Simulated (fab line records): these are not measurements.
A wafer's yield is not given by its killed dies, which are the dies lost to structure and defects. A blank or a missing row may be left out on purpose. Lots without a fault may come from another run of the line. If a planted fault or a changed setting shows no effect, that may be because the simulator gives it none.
Split-lot experiment ; flow n5Finfet ; 21 wafers read across 7 lots, on a route 1938 steps long

ON THE SPLIT
At N5_HKMG_FIN_PEB_10 (peb time 60 s), the setting pebTimeS was moved away from the recipe's 60 s on 9 of the 21 wafers read, by -8.9% to +19.7%. The other wafers ran this setting at the recipe's value.

FROM SPLIT TO READING: 1 step shown by the file between the two
- N5_HKMG_FIN_DEVELOP_11: develop time 30 s

THE READING
At N5_HKMG_FIN_CD_MEAS_12: cdNm in nanometres, against a target cd of 92.8 nm. Typical for fault-free wafers on this fab line: 92.9 nm, with standard deviation 0.65 nm.

wafer;tool, chamber at the split;pebTimeS as run, s;against the recipe;cdNm, nm;against lot-mates on the recipe
L075.1;lithoTrack-04, 0;54.69;-8.9%;90.3;-3.2
L075.2;lithoTrack-04, 0;60;recipe;93.5;-
L075.6;lithoTrack-04, 0;54.69;-8.9%;91.2;-2.3
L083.1;lithoTrack-01, 0;60;recipe;93.5;-
L083.3;lithoTrack-01, 0;60;recipe;93.4;-
L083.5;lithoTrack-01, 0;60;recipe;93.6;-
L091.1;lithoTrack-03, 0;66.86;+11.4%;97.1;+3.5
L091.2;lithoTrack-03, 0;66.86;+11.4%;96.0;+2.4
L091.3;lithoTrack-03, 0;60;recipe;93.6;-
L092.1;lithoTrack-03, 0;65.88;+9.8%;96.1;+2.3
L092.3;lithoTrack-03, 0;65.88;+9.8%;97.4;+3.6
L092.4;lithoTrack-03, 0;60;recipe;93.8;-
L095.3;lithoTrack-04, 0;63.92;+6.5%;94.0;+1.2
L095.4;lithoTrack-04, 0;63.92;+6.5%;94.2;+1.4
L095.5;lithoTrack-04, 0;60;recipe;92.8;-
L096.1;lithoTrack-01, 0;60;recipe;94.5;-
L096.4;lithoTrack-01, 0;60;recipe;93.8;-
L096.5;lithoTrack-01, 0;60;recipe;92.7;-
L097.1;lithoTrack-03, 0;60;recipe;93.2;-
L097.4;lithoTrack-03, 0;60;recipe;93.4;-
L097.6;lithoTrack-03, 0;71.83;+19.7%;98.5;+5.2

FIT RESULTS
A straight line over all 21 wafers: cdNm changes by +0.273 nm for each +1% of pebTimeS; r = +0.95; the points scatter about the line by 0.64 nm.
The same after taking each lot's own level away (the mean of its wafers on the recipe; 21 wafers): +0.275 nm for each +1%; r = +0.97; scatter 0.48 nm.
On that fit, the largest move of pebTimeS shifts the reading by 5.4 nm.
Measured against the standard deviation above, the lots' own levels, which go from 92.80 to 93.80 nm, span 1.5 times it.
The two slopes are in agreement: the lot-to-lot level therefore moves the slope only a little.
Check: for one of the wafers moved furthest among these (+19.7%), held out of the fit, the line's prediction against its lot-mates is +5.42 nm. Against them it came out at +5.2 nm.

OTHER SPLITS ON THESE WAFERS
These wafers also went through other splits before the reading. Each is held against what the fit with the lots' levels taken away leaves over:
other split on the same wafers;wafers away from the commonest value;r with cdNm (lot level and that fit taken away)
N5_SDB_COAT_03 spinRpm;8;-0.22

THE FILE'S OWN FIT
cdNm changes by +0.268 nm for each +1% of pebTimeS, r = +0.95.
